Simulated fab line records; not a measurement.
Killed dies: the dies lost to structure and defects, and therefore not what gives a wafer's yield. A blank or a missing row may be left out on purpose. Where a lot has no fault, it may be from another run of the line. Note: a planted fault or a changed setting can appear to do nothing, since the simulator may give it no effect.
Split-lot study ; flow n5Finfet ; 39 wafers read across 7 lots, on a route 1938 steps long

## THE SPLIT ITSELF
At N5_MOL_CONTACT_COAG_EXPOSE_05 (exposes mask CA, defocus 0 nm), the setting doseMj was moved away from the recipe's 38.25 on 15 of the 39 wafers read, by -3.9% to +7.5%. For the rest of the wafers, this setting stayed at what the recipe calls for.

## FROM THE SPLIT TO THE READING: what the file shows between them, 12 steps
- N5_MOL_CONTACT_COAG_PEB_06: peb time 60 s
- N5_MOL_CONTACT_COAG_DEVELOP_07: develop time 30 s
- N5_MOL_CONTACT_COAG_CD_MEAS_08: target cd 28 nm
- N5_MOL_CONTACT_COAG_DESCUM_13: chemistry O2, time 7 s
- N5_MOL_CONTACT_COAG_ETCH_59: etches underlayer in N2/H2, target depth 13 nm, time 10.4 s
- N5_MOL_CONTACT_COAG_ETCH_105: etches SiARC in CF4, target depth 15.6 nm, time 26 s
- N5_MOL_CONTACT_COAG_ETCH_106: etches SOC in N2/H2, target depth 80 nm, overetch 16 nm, time 120 s
- N5_MOL_CONTACT_COAG_STRIP_107: strips in N2/H2
- N5_MOL_CONTACT_COAG_STRIP_109: strips in C4F6/O2
- N5_MOL_CONTACT_COAG_ETCH_15: etches SiNx in CH3F/O2, stops on Si:P, target depth 7 nm
- N5_MOL_CONTACT_COAG_ETCH_110: etches Si in CF4/O2, target depth 2.5 nm, time 8 s
- N5_MOL_CONTACT_COAG_STRIP_98: strips in N2/H2

## THE READING
cdNm, in nm, at N5_MOL_CONTACT_COAG_CD_MEAS_99 (target cd 17.2 nm). Typical for fault-free wafers on this fab line: 17.2 nm, with standard deviation 0.4 nm.

wafer;tool, chamber at the split;doseMj as run;against the recipe;cdNm, nm;against lot-mates on the recipe
L078.1;euvScanner-02, 0;41.12;+7.5%;18.8;+2.1
L078.2;euvScanner-02, 0;38.25;recipe;16.3;-
L078.3;euvScanner-02, 0;41.12;+7.5%;19.1;+2.4
L078.4;euvScanner-02, 0;38.25;recipe;16.7;-
L078.5;euvScanner-02, 0;38.25;recipe;17.0;-
L078.6;euvScanner-02, 0;41.12;+7.5%;19.1;+2.4
L079.1;euvScanner-02, 0;38.25;recipe;16.7;-
L079.2;euvScanner-02, 0;38.25;recipe;16.8;-
L079.3;euvScanner-02, 0;38.25;recipe;16.9;-
L079.4;euvScanner-02, 0;38.25;recipe;17.7;-
L079.5;euvScanner-02, 0;38.25;recipe;16.9;-
L079.6;euvScanner-02, 0;38.25;recipe;17.4;-
L084.1;euvScanner-02, 0;37.27;-2.6%;17.0;-0.5
L084.2;euvScanner-02, 0;37.27;-2.6%;16.2;-1.3
L084.3;euvScanner-02, 0;37.27;-2.6%;17.0;-0.5
L084.4;euvScanner-02, 0;38.25;recipe;17.7;-
L084.5;euvScanner-02, 0;38.25;recipe;17.3;-
L084.6;euvScanner-02, 0;38.25;recipe;17.4;-
L085.1;euvScanner-01, 0;36.77;-3.9%;16.2;-1.4
L085.2;euvScanner-01, 0;36.77;-3.9%;16.4;-1.2
L085.3;euvScanner-01, 0;38.25;recipe;17.5;-
L085.4;euvScanner-01, 0;36.77;-3.9%;16.7;-0.9
L085.5;euvScanner-01, 0;38.25;recipe;17.8;-
L085.6;euvScanner-01, 0;38.25;recipe;17.4;-
L088.1;euvScanner-01, 0;38.25;recipe;17.2;-
L088.2;euvScanner-01, 0;41.1;+7.5%;18.1;+1.1
L088.3;euvScanner-01, 0;38.25;recipe;16.9;-
L088.4;euvScanner-01, 0;41.1;+7.5%;18.2;+1.2
L088.5;euvScanner-01, 0;41.1;+7.5%;18.6;+1.6
L088.6;euvScanner-01, 0;38.25;recipe;17.0;-
L089.1;euvScanner-01, 0;38.25;recipe;17.0;-
L089.3;euvScanner-01, 0;38.25;recipe;17.2;-
L089.6;euvScanner-01, 0;38.25;recipe;16.9;-
L097.1;euvScanner-01, 0;41.03;+7.3%;17.7;+0.8
L097.2;euvScanner-01, 0;38.25;recipe;17.0;-
L097.3;euvScanner-01, 0;41.03;+7.3%;19.0;+2.1
L097.4;euvScanner-01, 0;38.25;recipe;16.8;-
L097.5;euvScanner-01, 0;41.03;+7.3%;19.1;+2.2
L097.6;euvScanner-01, 0;38.25;recipe;16.8;-

FIT RESULTS
A straight line over all 39 wafers: cdNm changes by +0.2 nm for each +1% of doseMj; r = +0.88; the points scatter about the line by 0.4 nm.
The same after taking each lot's own level away (the mean of its wafers on the recipe; 39 wafers): +0.249 nm for each +1%; r = +0.93; scatter 0.37 nm.
Per that fit: largest doseMj move, reading shift of 1.9 nm.
From 16.67 to 17.57 nm: that is the span of the lots' own levels, equal to 2.2 times the standard deviation above.
Hence the slope depends on the lot-to-lot level, as the two fits are not the same.
Check: for one of the wafers moved furthest among these (+7.5%), held out of the fit, the line's prediction against its lot-mates is +1.8 nm. It came out at +2.13 nm against them.

## THE OTHER SPLITS THESE WAFERS WENT THROUGH
These wafers also went through other splits before the reading. Each is held against what the fit with the lots' levels taken away leaves over:
other split on the same wafers;wafers away from the commonest value;r with cdNm (lot level and that fit taken away)
N5_DUMMY_GATE_ETCH_32 timeS;15;-0.25
N5_GATE_CUT_ETCH_58 timeS;12;+0.10

## THE WHOLE CHAIN: every reading that the file lists as answering this split, in the file's order
step;what it does;reading;change (the file's fit);r (the file's)
N5_MOL_CONTACT_COAG_CD_MEAS_08;target cd 28 nm;cdNm;+0.211 nm for each +1% of the setting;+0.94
N5_MOL_CONTACT_COAG_ETCH_59;etches underlayer in N2/H2, target depth 13 nm, time 10.4 s;MOL_CONTACT_COAG.cdOffsetNm (the simulator's own value, which no gauge read);+0.212 nm for each +1% of the setting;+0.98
N5_MOL_CONTACT_COAG_ETCH_105;etches SiARC in CF4, target depth 15.6 nm, time 26 s;MOL_CONTACT_COAG.cdOffsetNm (the simulator's own value, which no gauge read);+0.22 nm for each +1% of the setting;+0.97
N5_MOL_CONTACT_COAG_ETCH_110;etches Si in CF4/O2, target depth 2.5 nm, time 8 s;MOL_CONTACT_COAG.cdOffsetNm (the simulator's own value, which no gauge read);+0.228 nm for each +1% of the setting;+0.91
N5_MOL_CONTACT_COAG_CD_MEAS_99;target cd 17.2 nm;cdNm;+0.247 nm for each +1% of the setting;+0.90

## FILE'S OWN FIT
cdNm changes by +0.247 nm for each +1% of doseMj, r = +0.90.
